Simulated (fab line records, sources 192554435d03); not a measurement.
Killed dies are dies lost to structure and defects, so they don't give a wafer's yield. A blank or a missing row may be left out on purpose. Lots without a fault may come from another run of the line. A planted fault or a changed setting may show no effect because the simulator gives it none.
fab line records | flow n5_finfet
record lots=24 wafers=72 last_day=17
route steps=1938 shown BEOL_M11@1588 BEOL_M12@1636
lots that met no fault: from a run of the same line without faults
start_h: hours from the record's first day to the start of the lot's first wafer shown | wait_h: hours since the lot's step before | " the same as in the row above | L1.1+2: a row that stands for several wafers | - no value, or no start given | * or withheld: withheld | < > ~ a bound
route shown NAME@n: a module of which the file shows steps, and the number in the route of the first | usual: mean/standard deviation of fault-free wafers | same: alike in all rows | chamber/n: place in a boat | sites: the reading at each site | _std_site: their standard deviation | _edge_site: outer sites' mean less inner sites' | radius_mm: how far each site lies from the wafer's centre | mask NAME#n: copy n | behind: the tool/chamber that last shaped the wafer | hold: why the lot was held/for how many hours/how that ended | device: the transistor (n, p or np) that didn't switch | end of line: the same wafers' tests at the end of the route | a step without rows: its recipe alone | killed: dies lost to structure and defects at the first sort, not the wafer's yield | map: a wafer's dies, x killed, . not, _ none there
set.NAME: the setting as run; set.NAME@STEP: as run at that earlier step | model.NAME: the simulator's own value behind a step, which no gauge read
steps of the route over a sample of lots; a table a step, a row a wafer
services: from which hour (start_h, from the record's first day; less than 0 if before it) a tool's chamber was out of use, for how many hours, and why
## steps
# step N5_BEOL_M11_DEGAS_44
# recipe ambient=vacuum temp_c=250 time_s=60
# usual heater_power_w=328/26
# columns lot.wafer tool chamber start_h wait_h heater_power_w
L074.1 pvd_sputter-01 - 207.73 2.0 261
L074.3 " - " " 324
L074.5 " - " " 325
L077.1 pvd_sputter-02 - 232.35 2.2 357
L077.4 " - " " 342
L077.6 " - " " 345
L078.1 pvd_sputter-03 - 246.84 4.1 284
L078.2 " - " " 345
L078.3 " - " " 330
L075.3 pvd_sputter-01 - 250.46 0.2 357
L075.5 " - " " 350
L075.6 " - " " 321
L076.1 pvd_sputter-02 - 259.00 0.3 351
L076.4 " - " " 321
L076.5 " - " " 352
L080.1 pvd_sputter-02 - 261.71 0.6 344
L080.2 " - " " 331
L080.6 " - " " 327
L079.2 pvd_sputter-01 - 265.22 0.4 326
L079.3 " - " " 270
L079.5 " - " " 349
L081.2 pvd_sputter-02 - 289.53 0.5 326
L081.4 " - " " 338
L081.5 " - " " 332
L083.1 pvd_sputter-02 - 289.79 0.6 343
L083.3 " - " " 356
L083.5 " - " " 344
L082.3 pvd_sputter-01 - 289.86 0.3 261
L082.4 " - " " 322
L082.5 " - " " 319
L084.1 pvd_sputter-01 - 294.56 0.3 365
L084.3 " - " " 319
L084.5 " - " " 318
L085.2 pvd_sputter-02 - 298.95 0.2 354
L085.4 " - " " 336
L085.5 " - " " 352
L086.2 pvd_sputter-02 - 305.77 0.3 328
L086.4 " - " " 350
L086.6 " - " " 345
L087.2 pvd_sputter-01 - 318.60 0.4 312
L087.3 " - " " 314
L087.4 " - " " 264
L088.3 pvd_sputter-01 - 319.07 0.4 313
L088.4 " - " " 264
L088.5 " - " " 354
L089.1 pvd_sputter-01 - 321.76 1.3 324
L089.3 " - " " 260
L089.4 " - " " 350
L090.1 pvd_sputter-01 - 335.24 0.4 263
L090.2 " - " " 319
L090.3 " - " " 313
L091.1 pvd_sputter-02 - 343.95 0.3 342
L091.2 " - " " 348
L091.5 " - " " 352
L092.1 pvd_sputter-03 - 349.57 0.6 345
L092.4 " - " " 341
L092.5 " - " " 341
L093.1 pvd_sputter-02 - 349.72 0.3 340
L093.2 " - " " 346
L093.5 " - " " 319
L094.2 pvd_sputter-03 - 350.33 0.5 284
L094.3 " - " " 339
L094.5 " - " " 323
L095.2 pvd_sputter-02 - 361.74 0.4 341
L095.4 " - " " 342
L095.6 " - " " 324
L096.1 pvd_sputter-01 - 366.20 0.5 349
L096.2 " - " " 320
L096.6 " - " " 312
L097.1 pvd_sputter-01 - 369.92 0.4 265
L097.2 " - " " 324
L097.4 " - " " 318
# step N5_BEOL_M12_ETCH_67
# recipe chemistry=CF4 target=SiARC target_depth_a=1430 time_s=238.3 ion_energy_ev=80 pressure_mtorr=40 source_w=545 bias_w=36 Ar_flow_sccm=100 cf4_flow_sccm=100 ends=cleared
# usual drypump_motor_current_A=5.9/0.39 etch_rf_on_time_s=239/3.8 oes_product_au=0.69/0.087 rf_vpp_V=184.0/1 showerhead_plenum_p_Torr=2.14/0.051 throttle_valve_pct=15.62/0.26
# columns lot.wafer tool chamber start_h wait_h drypump_motor_current_A etch_rf_on_time_s oes_product_au rf_hours_counter_h rf_vpp_V showerhead_plenum_p_Torr throttle_valve_pct
L074.1 rie_diel-04 1 211.12 0.0 5.7 242 0.64 151 183.6 2.22 15.88
L074.3 " 0 " " 5.4 245 0.59 238 184.2 2.11 15.67
L074.5 " 1 " " 5.7 242 0.65 - 184.9 2.22 15.88
L077.1 rie_diel-03 3 235.87 0.0 6.2 234 0.86 0 182.5 2.10 15.28
L077.4 " 0 " " 5.5 242 0.57 248 183.6 2.19 15.69
L077.6 " 2 " " 5.8 248 0.58 - 182.1 2.12 15.82
L078.1 rie_diel-01 0 250.75 0.0 6.5 241 0.72 58 185.3 2.26 15.71
L078.2 " 3 " " 6.1 237 0.69 81 185.5 2.17 15.70
L078.3 " 1 " " 6.6 237 0.61 219 184.1 2.12 15.95
L075.3 rie_diel-04 3 254.27 0.0 6.0 234 0.77 26 184.4 2.10 15.33
L075.5 " 1 " " 5.7 239 0.64 - 185.1 2.22 15.91
L075.6 " 3 " " 6.1 235 0.77 - 185.1 2.10 15.33
L076.1 rie_diel-04 1 263.18 0.0 5.7 240 0.64 173 184.9 2.22 15.92
L076.4 " 0 " " 5.4 242 0.84 0 183.9 2.11 15.20
L076.5 " 0 " " 5.4 244 0.83 - 182.5 2.11 15.19
L080.1 rie_diel-03 2 267.20 0.0 5.8 244 0.58 216 186.1 2.11 15.84
L080.2 " 0 " " 5.5 234 0.86 3 186.8 2.19 15.18
L080.6 " 3 " " 6.1 234 0.82 - 184.2 2.10 15.31
L079.2 rie_diel-04 1 270.79 0.0 5.7 243 0.62 175 183.8 2.22 15.93
L079.3 " 0 " " 5.4 244 0.81 3 184.2 2.11 15.20
L079.5 " 1 " " 5.7 244 0.63 - 184.7 2.22 15.94
L081.2 rie_diel-03 2 293.44 0.0 5.9 248 0.58 226 186.5 2.11 15.87
L081.4 " 1 " " 6.0 238 0.77 24 183.2 2.10 15.54
L081.5 " 1 " " 6.0 240 0.77 - 183.5 2.10 15.54
L083.1 rie_diel-01 0 293.87 0.0 6.5 243 0.69 73 184.9 2.26 15.72
L083.3 " 3 " " 6.1 239 0.69 96 183.0 2.16 15.75
L083.5 " 1 " " 6.6 238 0.59 - 183.1 2.12 15.98
L082.3 rie_diel-03 0 294.03 0.0 5.5 238 0.82 14 184.3 2.19 15.22
L082.4 " 3 " " 6.1 234 0.79 23 183.4 2.10 15.33
L082.5 " 3 " " 6.1 235 0.80 - 183.1 2.10 15.34
L084.1 rie_diel-01 3 301.31 0.0 6.1 239 0.68 98 185.2 2.16 15.75
L084.3 " 2 " " 5.9 242 0.61 190 185.7 2.13 15.58
L084.5 " 3 " " 6.1 240 0.68 - 184.4 2.16 15.73
L085.2 rie_diel-01 1 303.20 0.0 6.7 237 0.60 237 183.4 2.11 15.98
L085.4 " 2 " " 5.9 243 0.61 191 183.1 2.13 15.59
L085.5 " 2 " " 5.9 243 0.61 - 183.6 2.13 15.59
L086.2 rie_diel-04 3 310.37 0.0 6.0 236 0.73 46 184.0 2.09 15.38
L086.4 " 0 " " 5.4 242 0.78 16 183.2 2.10 15.22
L086.6 " 0 " " 5.4 241 0.78 - 184.3 2.10 15.22
L087.2 rie_diel-03 1 321.83 0.0 6.0 237 0.75 32 183.4 2.10 15.56
L087.3 " 2 " " 5.8 244 0.57 236 182.5 2.11 15.89
L087.4 " 0 " " 5.5 236 0.79 23 184.7 2.18 15.24
L088.3 rie_diel-01 1 323.97 0.0 6.7 238 0.59 244 183.6 2.11 15.98
L088.4 " 0 " " 6.5 241 0.69 83 184.6 2.25 15.75
L088.5 " 1 " " 6.6 238 0.59 - 184.1 2.11 16.00
L089.1 rie_diel-03 0 325.64 0.0 5.5 234 0.80 24 184.0 2.18 15.23
L089.3 " 3 " " 6.2 234 0.79 33 182.1 2.09 15.34
L089.4 " 1 " " 6.0 238 0.75 33 183.8 2.10 15.58
L090.1 rie_diel-04 0 339.16 0.0 5.4 240 0.76 25 184.2 2.10 15.26
L090.2 " 1 " " 5.7 239 0.62 197 184.6 2.21 15.97
L090.3 " 2 " " 5.2 235 0.59 249 185.6 2.11 16.02
L091.1 rie_diel-01 2 347.87 0.0 5.9 244 0.60 206 182.6 2.13 15.60
L091.2 " 0 " " 6.5 239 0.68 93 185.0 2.25 15.78
L091.5 " 2 " " 5.9 243 0.61 - 183.9 2.13 15.60
L092.1 rie_diel-04 0 353.18 0.0 5.4 242 0.75 28 184.3 2.10 15.25
L092.4 " 0 " " 5.4 242 0.75 - 184.1 2.10 15.25
L092.5 " 3 " " 6.0 235 0.72 - 184.7 2.09 15.41
L093.1 rie_diel-01 3 353.95 0.0 6.1 239 0.66 117 182.8 2.15 15.79
L093.2 " 2 " " 5.9 242 0.60 210 183.9 2.13 15.63
L093.5 " 3 " " 6.1 238 0.66 - 183.3 2.15 15.77
L094.2 rie_diel-04 3 355.76 0.0 6.1 236 0.72 65 183.9 2.09 15.43
L094.3 " 0 " " 5.4 240 0.75 30 182.5 2.10 15.26
L094.5 " 1 " " 5.7 241 0.61 - 184.6 2.21 15.98
L095.2 rie_diel-03 2 367.26 0.0 5.8 246 0.57 248 183.6 2.10 15.92
L095.4 " 1 " " 6.0 237 0.73 50 183.6 2.09 15.60
L095.6 " 0 " " 5.5 236 0.77 - 185.3 2.18 15.28
L096.1 rie_diel-01 0 369.93 0.0 6.5 243 0.67 102 184.8 2.25 15.79
L096.2 " 1 " " 6.6 236 0.83 5 182.4 2.11 15.52
L096.6 " 1 " " 6.6 236 0.82 - 184.4 2.11 15.51
L097.1 rie_diel-01 2 374.14 0.0 5.9 241 0.59 219 184.5 2.12 15.63
L097.2 " 1 " " 6.6 234 0.82 7 183.8 2.11 15.52
L097.4 " 1 " " 6.6 235 0.82 - 183.3 2.11 15.51
# step N5_BEOL_M12_DEGAS_41
# recipe ambient=vacuum temp_c=250 time_s=60
# usual heater_power_w=324/27
# columns lot.wafer tool chamber start_h wait_h heater_power_w
L074.1 pvd_sputter-02 - 214.91 0.2 346
L074.3 " - " " 346
L074.5 " - " " 360
L077.1 pvd_sputter-01 - 237.22 0.2 319
L077.4 " - " " 327
L077.6 " - " " 324
L078.1 pvd_sputter-03 - 252.82 0.7 280
L078.2 " - " " 345
L078.3 " - " " 347
L075.3 pvd_sputter-01 - 256.18 0.4 326
L075.5 " - " " 313
L075.6 " - " " 352
L076.1 pvd_sputter-03 - 265.61 0.2 345
L076.4 " - " " 331
L076.5 " - " " 318
L080.1 pvd_sputter-01 - 270.40 0.3 319
L080.2 " - " " 353
L080.6 " - " " 316
L079.2 pvd_sputter-01 - 273.56 0.5 319
L079.3 " - " " 324
L079.5 " - " " 311
L081.2 pvd_sputter-01 - 296.66 2.5 352
L081.4 " - " " 271
L081.5 " - " " 330
L082.3 pvd_sputter-03 - 298.97 0.2 341
L082.4 " - " " 288
L082.5 " - " " 284
L083.1 pvd_sputter-02 - 299.15 0.3 341
L083.3 " - " " 331
L083.5 " - " " 343
L084.1 pvd_sputter-01 - 302.43 0.1 324
L084.3 " - " " 357
L084.5 " - " " 260
L085.2 pvd_sputter-03 - 305.96 0.1 336
L085.4 " - " " 340
L085.5 " - " " 343
L086.2 pvd_sputter-03 - 312.87 0.5 346
L086.4 " - " " 315
L086.6 " - " " 337
L087.2 pvd_sputter-02 - 323.23 0.6 318
L087.3 " - " " 348
L087.4 " - " " 340
L088.3 pvd_sputter-03 - 326.60 0.3 318
L088.4 " - " " 354
L088.5 " - " " 341
L089.1 pvd_sputter-02 - 328.24 0.3 334
L089.3 " - " " 342
L089.4 " - " " 347
L090.1 pvd_sputter-02 - 343.50 0.2 337
L090.2 " - " " 339
L090.3 " - " " 338
L091.1 pvd_sputter-02 - 349.80 0.2 350
L091.2 " - " " 320
L091.5 " - " " 355
L092.1 pvd_sputter-01 - 356.58 0.5 269
L092.4 " - " " 316
L092.5 " - " " 313
L093.1 pvd_sputter-02 - 358.01 0.3 340
L093.2 " - " " 350
L093.5 " - " " 351
L094.2 pvd_sputter-01 - 358.02 0.2 339
L094.3 " - " " 322
L094.5 " - " " 313
L095.2 pvd_sputter-01 - 369.52 0.3 322
L095.4 " - " " 263
L095.6 " - " " 346
L096.1 pvd_sputter-01 - 371.64 0.8 325
L096.2 " - " " 317
L096.6 " - " " 313
L097.1 pvd_sputter-03 - 378.22 0.4 348
L097.2 " - " " 324
L097.4 " - " " 276
# step N5_BEOL_M12_SPUTTER_45
# recipe material=Cu target_thk_a=800 temp_c=-20 bias_v=60 power_w=26000 chamber_pressure_pa=0.13 time_s=13.33
# usual throttle_valve_pct=29.7/1
# columns lot.wafer tool chamber start_h wait_h throttle_valve_pct
L074.1 pvd_sputter-02 - 215.15 0.0 30.0
L074.3 " - " " 28.3
L074.5 " - " " 28.2
L077.1 pvd_sputter-01 - 237.46 0.0 28.6
L077.4 " - " " 30.9
L077.6 " - " " 28.9
L078.1 pvd_sputter-03 - 253.06 0.0 29.9
L078.2 " - " " 31.2
L078.3 " - " " 28.0
L075.3 pvd_sputter-01 - 256.42 0.0 31.0
L075.5 " - " " 28.7
L075.6 " - " " 30.5
L076.1 pvd_sputter-03 - 265.85 0.0 31.2
L076.4 " - " " 28.1
L076.5 " - " " 29.0
L080.1 pvd_sputter-01 - 270.64 0.0 30.7
L080.2 " - " " 31.3
L080.6 " - " " 28.8
L079.2 pvd_sputter-01 - 273.80 0.0 31.1
L079.3 " - " " 29.0
L079.5 " - " " 28.7
L081.2 pvd_sputter-01 - 296.90 0.0 31.0
L081.4 " - " " 30.1
L081.5 " - " " 28.6
L082.3 pvd_sputter-03 - 299.21 0.0 27.9
L082.4 " - " " 29.9
L082.5 " - " " 29.6
L083.1 pvd_sputter-02 - 299.39 0.0 30.5
L083.3 " - " " 29.2
L083.5 " - " " 30.3
L084.1 pvd_sputter-01 - 302.67 0.0 31.0
L084.3 " - " " 31.1
L084.5 " - " " 30.1
L085.2 pvd_sputter-03 - 306.20 0.0 27.9
L085.4 " - " " 31.1
L085.5 " - " " 27.8
L086.2 pvd_sputter-03 - 313.11 0.0 27.9
L086.4 " - " " 29.3
L086.6 " - " " 27.8
L087.2 pvd_sputter-02 - 323.47 0.0 28.7
L087.3 " - " " 28.4
L087.4 " - " " 30.0
L088.3 pvd_sputter-03 - 326.84 0.0 29.2
L088.4 " - " " 31.1
L088.5 " - " " 27.9
L089.1 pvd_sputter-02 - 328.48 0.0 30.2
L089.3 " - " " 30.1
L089.4 " - " " 28.4
L090.1 pvd_sputter-02 - 343.74 0.0 28.7
L090.2 " - " " 29.9
L090.3 " - " " 28.7
L091.1 pvd_sputter-02 - 350.04 0.0 30.3
L091.2 " - " " 29.1
L091.5 " - " " 28.4
L092.1 pvd_sputter-01 - 356.82 0.0 30.1
L092.4 " - " " 28.8
L092.5 " - " " 31.0
L093.1 pvd_sputter-02 - 358.25 0.0 28.5
L093.2 " - " " 30.1
L093.5 " - " " 30.0
L094.2 pvd_sputter-01 - 358.26 0.0 31.0
L094.3 " - " " 30.7
L094.5 " - " " 30.7
L095.2 pvd_sputter-01 - 369.76 0.0 28.7
L095.4 " - " " 30.3
L095.6 " - " " 30.9
L096.1 pvd_sputter-01 - 371.88 0.0 30.7
L096.2 " - " " 28.4
L096.6 " - " " 30.9
L097.1 pvd_sputter-03 - 378.49 0.0 31.3
L097.2 " - " " 29.3
L097.4 " - " " 30.1
# step N5_BEOL_M12_ANNEAL_48
# recipe temp_c=225 time_s=90 ambient=N2
# usual wafer_temp_C_max=226.1/0.34
# columns lot.wafer tool chamber start_h wait_h wafer_temp_C_max
L074.1 rtp_anneal-01 0 215.51 0.1 226.4
L074.3 " 0 " " 226.2
L074.5 " 0 " " 226.3
L077.1 rtp_anneal-01 0 238.04 0.4 226.2
L077.4 " 0 " " 226.2
L077.6 " 0 " " 226.1
L078.1 rtp_anneal-02 0 253.56 0.3 226.0
L078.2 " 0 " " 226.2
L078.3 " 0 " " 225.7
L075.3 rtp_anneal-01 0 256.77 0.2 226.3
L075.5 " 0 " " 226.5
L075.6 " 0 " " 226.6
L076.1 rtp_anneal-02 0 266.40 0.4 225.4
L076.4 " 0 " " 225.8
L076.5 " 0 " " 225.7
L080.1 rtp_anneal-02 0 270.91 0.1 225.8
L080.2 " 0 " " 225.6
L080.6 " 0 " " 226.2
L079.2 rtp_anneal-01 0 274.11 0.1 226.2
L079.3 " 0 " " 227.1
L079.5 " 0 " " 226.2
L081.2 rtp_anneal-02 0 297.21 0.1 225.9
L081.4 " 0 " " 226.0
L081.5 " 0 " " 225.9
L082.3 rtp_anneal-01 0 299.56 0.2 226.6
L082.4 " 0 " " 226.2
L082.5 " 0 " " 226.0
L083.1 rtp_anneal-02 0 299.77 0.2 226.2
L083.3 " 0 " " 226.3
L083.5 " 0 " " 226.0
L084.1 rtp_anneal-02 0 303.00 0.2 226.0
L084.3 " 0 " " 225.9
L084.5 " 0 " " 225.6
L085.2 rtp_anneal-02 0 307.04 0.7 225.9
L085.4 " 0 " " 226.2
L085.5 " 0 " " 225.9
L086.2 rtp_anneal-01 0 313.49 0.2 226.1
L086.4 " 0 " " 226.4
L086.6 " 0 " " 226.0
L087.2 rtp_anneal-01 0 323.98 0.4 226.3
L087.3 " 0 " " 226.3
L087.4 " 0 " " 226.5
L088.3 rtp_anneal-02 0 327.19 0.2 225.8
L088.4 " 0 " " 226.6
L088.5 " 0 " " 225.6
L089.1 rtp_anneal-01 0 328.82 0.2 226.5
L089.3 " 0 " " 226.6
L089.4 " 0 " " 226.4
L090.1 rtp_anneal-01 0 344.04 0.1 226.3
L090.2 " 0 " " 225.6
L090.3 " 0 " " 225.8
L091.1 rtp_anneal-02 0 350.30 0.1 225.7
L091.2 " 0 " " 225.6
L091.5 " 0 " " 225.4
L092.1 rtp_anneal-01 0 357.08 0.1 226.1
L092.4 " 0 " " 226.2
L092.5 " 0 " " 226.2
L093.1 rtp_anneal-01 0 358.52 0.1 226.4
L093.2 " 0 " " 226.1
L093.5 " 0 " " 226.7
L094.2 rtp_anneal-01 0 358.83 0.4 226.1
L094.3 " 0 " " 225.8
L094.5 " 0 " " 226.0
L095.2 rtp_anneal-02 0 370.07 0.1 226.0
L095.4 " 0 " " 226.0
L095.6 " 0 " " 225.7
L096.1 rtp_anneal-01 0 372.15 0.1 226.0
L096.2 " 0 " " 226.3
L096.6 " 0 " " 226.3
L097.1 rtp_anneal-02 0 378.87 0.2 225.9
L097.2 " 0 " " 225.4
L097.4 " 0 " " 225.8
# step N5_BEOL_M12_DEP_53
# recipe material=SiCN target_thk_a=300 temp_c=withheld precursor=3MS/NH3 pressure_torr=3 rf_w=675 time_s=10.5
# usual chamber_pressure_Torr=3.000/0.0066 showerhead_plenum_p_Torr=4.155/0.014 throttle_valve_pct=17.8/0.63
# columns lot.wafer tool chamber start_h wait_h chamber_pressure_Torr showerhead_plenum_p_Torr throttle_valve_pct
L074.1 pecvd-01 1 216.16 0.0 2.998 4.167 18.0
L074.3 " 0 " " 3.009 4.166 17.9
L074.5 " 2 " " 3.002 4.168 17.6
L077.1 pecvd-01 1 238.71 0.0 3.006 4.159 18.1
L077.4 " 2 " " 3.008 4.175 17.8
L077.6 " 1 " " 2.997 4.150 18.1
L078.1 pecvd-04 0 254.23 0.0 2.996 4.138 17.4
L078.2 " 1 " " 2.993 4.142 19.4
L078.3 " 2 " " 2.995 4.174 16.4
L075.3 pecvd-03 2 257.35 0.0 3.001 4.126 17.6
L075.5 " 2 " " 3.003 4.135 17.6
L075.6 " 0 " " 3.003 4.159 17.7
L076.1 pecvd-04 0 267.05 0.0 2.991 4.152 18.0
L076.4 " 0 " " 2.988 4.144 17.5
L076.5 " 1 " " 2.994 4.139 19.2
L080.1 pecvd-01 0 271.56 0.0 3.001 4.164 18.2
L080.2 " 1 " " 3.001 4.157 18.2
L080.6 " 0 " " 2.994 4.160 18.2
L079.2 pecvd-04 2 274.72 0.0 2.991 4.157 16.6
L079.3 " 0 " " 2.995 4.145 17.8
L079.5 " 2 " " 2.986 4.172 16.7
L081.2 pecvd-03 2 297.82 0.0 3.003 4.128 17.2
L081.4 " 1 " " 2.994 4.145 17.1
L081.5 " 2 " " 2.999 4.127 17.4
L082.3 pecvd-01 2 300.12 0.0 2.990 4.182 18.0
L082.4 " 2 " " 3.005 4.174 17.7
L082.5 " 1 " " 3.003 4.168 18.0
L083.1 pecvd-03 1 300.42 0.0 3.001 4.168 17.4
L083.3 " 0 " " 2.998 4.148 17.3
L083.5 " 0 " " 2.992 4.149 17.5
L084.1 pecvd-03 2 303.66 0.0 3.017 4.135 17.5
L084.3 " 0 " " 3.003 4.151 17.8
L084.5 " 2 " " 3.009 4.136 17.7
L085.2 pecvd-04 0 307.65 0.0 3.001 4.142 18.1
L085.4 " 1 " " 3.006 4.143 19.2
L085.5 " 0 " " 3.007 4.144 17.9
L086.2 pecvd-01 1 314.10 0.0 2.993 4.157 17.9
L086.4 " 1 " " 3.011 4.160 18.3
L086.6 " 0 " " 3.006 4.171 18.0
L087.2 pecvd-04 0 324.60 0.0 3.007 4.145 17.9
L087.3 " 1 " " 3.005 4.148 19.2
L087.4 " 1 " " 3.005 4.138 19.4
L088.3 pecvd-03 2 327.75 0.0 2.991 4.125 17.6
L088.4 " 0 " " 2.996 4.165 17.5
L088.5 " 2 " " 3.000 4.121 17.5
L089.1 pecvd-03 0 329.48 0.0 2.997 4.162 17.6
L089.3 " 1 " " 3.001 4.147 17.5
L089.4 " 1 " " 3.004 4.152 17.3
L090.1 pecvd-01 0 344.69 0.0 2.994 4.159 18.0
L090.2 " 2 " " 3.011 4.174 18.0
L090.3 " 1 " " 2.996 4.162 18.1
L091.1 pecvd-04 0 350.96 0.0 3.016 4.148 18.1
L091.2 " 2 " " 3.001 4.165 17.0
L091.5 " 1 " " 2.995 4.148 18.9
L092.1 pecvd-01 1 357.75 0.0 3.010 4.150 18.0
L092.4 " 2 " " 3.014 4.176 18.2
L092.5 " 1 " " 3.003 4.157 18.0
L093.1 pecvd-03 1 359.17 0.0 2.992 4.149 17.6
L093.2 " 0 " " 3.009 4.145 17.5
L093.5 " 1 " " 2.998 4.151 17.6
L094.2 pecvd-03 0 359.44 0.0 3.015 4.160 17.5
L094.3 " 2 " " 2.990 4.135 17.4
L094.5 " 2 " " 2.989 4.120 17.4
L095.2 pecvd-04 2 370.85 0.0 2.996 4.168 17.1
L095.4 " 2 " " 2.998 4.161 17.1
L095.6 " 1 " " 3.000 4.144 19.3
L096.1 pecvd-04 1 372.81 0.0 2.992 4.142 19.1
L096.2 " 2 " " 3.008 4.160 17.2
L096.6 " 2 " " 3.010 4.173 17.5
L097.1 pecvd-01 0 379.53 0.0 3.002 4.163 18.1
L097.2 " 1 " " 3.005 4.162 17.9
L097.4 " 2 " " 2.996 4.173 18.3
## services
# columns tool chamber start_h hours kind
pecvd-04 2 202.38 - clean
pecvd-04 2 202.38 - consumable_replace:showerhead
pecvd-04 2 202.38 29.0 scheduled_down
rie_diel-01 1 228.63 16.2 repair
pecvd-01 0 233.76 9.1 repair
rie_diel-03 - 239.55 1.0 repair
rie_diel-03 1 261.09 19.7 repair
pecvd-03 - 263.84 1.6 repair
rtp_anneal-01 - 304.29 6.2 pm
pecvd-03 - 307.52 3.1 repair
pecvd-01 - 316.10 14.6 pm
rie_diel-03 2 333.64 14.0 repair
pecvd-04 - 335.62 0.3 repair
rie_diel-01 1 336.70 - clean
rie_diel-01 1 336.70 - consumable_replace:focus_ring
rie_diel-01 1 336.70 22.8 scheduled_down
rie_diel-01 1 336.70 22.8 vent_cycle
pvd_sputter-03 - 340.21 4.5 repair
rie_diel-04 0 346.07 5.5 repair
pecvd-03 - 350.19 1.3 repair
rie_diel-01 0 350.57 4.9 repair
pecvd-03 - 365.61 4.8 repair
rie_diel-01 3 365.79 24.3 repair
rie_diel-04 - 378.75 4.3 pm
## key
fault none
